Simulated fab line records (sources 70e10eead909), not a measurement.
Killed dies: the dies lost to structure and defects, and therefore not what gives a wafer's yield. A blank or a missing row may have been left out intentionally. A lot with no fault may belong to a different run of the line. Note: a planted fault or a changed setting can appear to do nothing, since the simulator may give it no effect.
Struck lot and sound lot, side by side / flow nandHarc / 15 out of 1302 route steps
Sound: wafers L572.2, L572.4, L572.5. Wafers L584.1, L584.2, L584.4 were the ones struck. The cause comes at the end.
At each step with rows: each side's tool, then ch and its chambers, then its first start. Under that, the readings that differ: sound wafers / struck wafers / difference of the means / sigmas: that difference in standard deviations of wafers without a fault.
alike: readings with means less than 2 such deviations apart, plus words and numbers identical on both sides. not compared: withheld readings, readings lacking a value on some wafer, bounds such as >300 that could conceal the same value, and numbers that have no deviation in the record and whose values overlap.
The two part at a step that has a row with sigmas, a row that says differs or no value, or rows on one side only. When numbers do not overlap yet have no deviation, they are printed without sigmas and do not part them. A reading that every wafer of one side lacks parts them only if that side has two wafers or more.

first, 1 step without rows for these wafers: NHARC_A_CHANNEL_HOLE_D1_SRD_29.
NHARC_A_CHANNEL_HOLE_D1_CD_MEAS_30:
  sound on cdSem-01 at day 11 07:34; struck on cdSem-03 at day 16 01:16
  alike: cdNm
NHARC_A_CHANNEL_HOLE_D1_XSEM_31:
  sound on xsem-01 ch 0, day 11 07:40; struck on xsem-02 ch 0, day 16 01:22
reading=bowNm (nm); sound=8.81 8.85 8.88; struck=8.04 8.03 8.08; difference=-0.80; sigmas=-3
  alike: botCdNm, tiltDeg
NHARC_A_CHANNEL_HOLE_D1_INSPECT_40:
  sound on defectInspect-01 at day 11 07:45; struck on defectInspect-02 at day 16 01:28
  alike: rawDefectCount
then, 3 steps without rows for these wafers: NHARC_A_CHANNEL_FILL_D1_PRECLEAN_00 (cleans in SC1); NHARC_A_CHANNEL_FILL_D1_SRD_01; NHARC_A_CHANNEL_FILL_D1_ALD_02 (deposits SiO2, target thk 6 nm, pulse time 10 s, ald cycles 60).
NHARC_A_CHANNEL_FILL_D1_ALD_03: deposits SiNx, target thk 6 nm, pulse time 60 s, ald cycles 58.
  sound: aldSinBatch-03 ch 0; struck: aldSinBatch-01 ch 0
  alike: precursorPulseHeightRel
NHARC_A_CHANNEL_FILL_D1_ALD_14: deposits SiO2, target thk 2.5 nm, pulse time 10 s, ald cycles 25.
  sound on aldHk-01 ch 0,1, day 11 18:19; struck on aldHk-04 ch 0,2,3, day 16 08:45
  alike: heaterPowerW, precursorPulseHeightRel
then, 1 step without rows for these wafers: NHARC_A_CHANNEL_FILL_D1_ALD_15 (deposits SiNx, target thk 2 nm, pulse time 60 s, ald cycles 19).
NHARC_A_CHANNEL_FILL_D1_ALD_16: deposits SiO2, target thk 1.5 nm, pulse time 10 s, ald cycles 15.
  sound on aldHk-03 ch 0,3, day 11 23:28; struck on aldHk-04 ch 0,2,3, day 16 13:57
  alike: heaterPowerW, precursorPulseHeightRel
then, 1 step without rows for these wafers: NHARC_A_CHANNEL_FILL_D1_ANNEAL_17 (time 1800 s).
NHARC_A_CHANNEL_FILL_D1_CVD_18: deposits poly-Si, target thk 3 nm.
  struck on lpcvdPoly-03, day 17 00:34; sound on lpcvdPoly-03 ch 0, day 12 09:16
  no value came back on the struck wafers for spikeTcBottomC (C), spikeTcCentreC (C), spikeTcLowerC (C); on the sound wafers spikeTcBottomC (C) reads 566.6 567.1 564.3
NHARC_A_CHANNEL_FILL_D1_ETCHBACK_19: etches the open film in HBr/Cl2, target depth 5 nm, time 1.7 s.
  sound on rieSi-01 ch 1,2,3, day 12 11:20; struck on rieSi-01 ch 1,2,3, day 17 02:38
  alike: drypumpMotorCurrentA, oesProductAu, throttleValvePct
  not compared: rfHoursCounterH
-- jump in the record: it breaks off in module A_CHANNEL_FILL_D1 and resumes in module END (first step shown: number 1302 of the route), and 15 days separate the struck wafers' starts before and after --
NHARC_END_SORT_01:
  here the record holds rows for the struck wafers (prober-01 ch 0, day 31 16:05) but none for the sound ones

WHERE THEY PART
At NHARC_A_CHANNEL_HOLE_D1_XSEM_31 first; at NHARC_END_SORT_01 last (within this record only).

WHY: the cause the simulator had injected
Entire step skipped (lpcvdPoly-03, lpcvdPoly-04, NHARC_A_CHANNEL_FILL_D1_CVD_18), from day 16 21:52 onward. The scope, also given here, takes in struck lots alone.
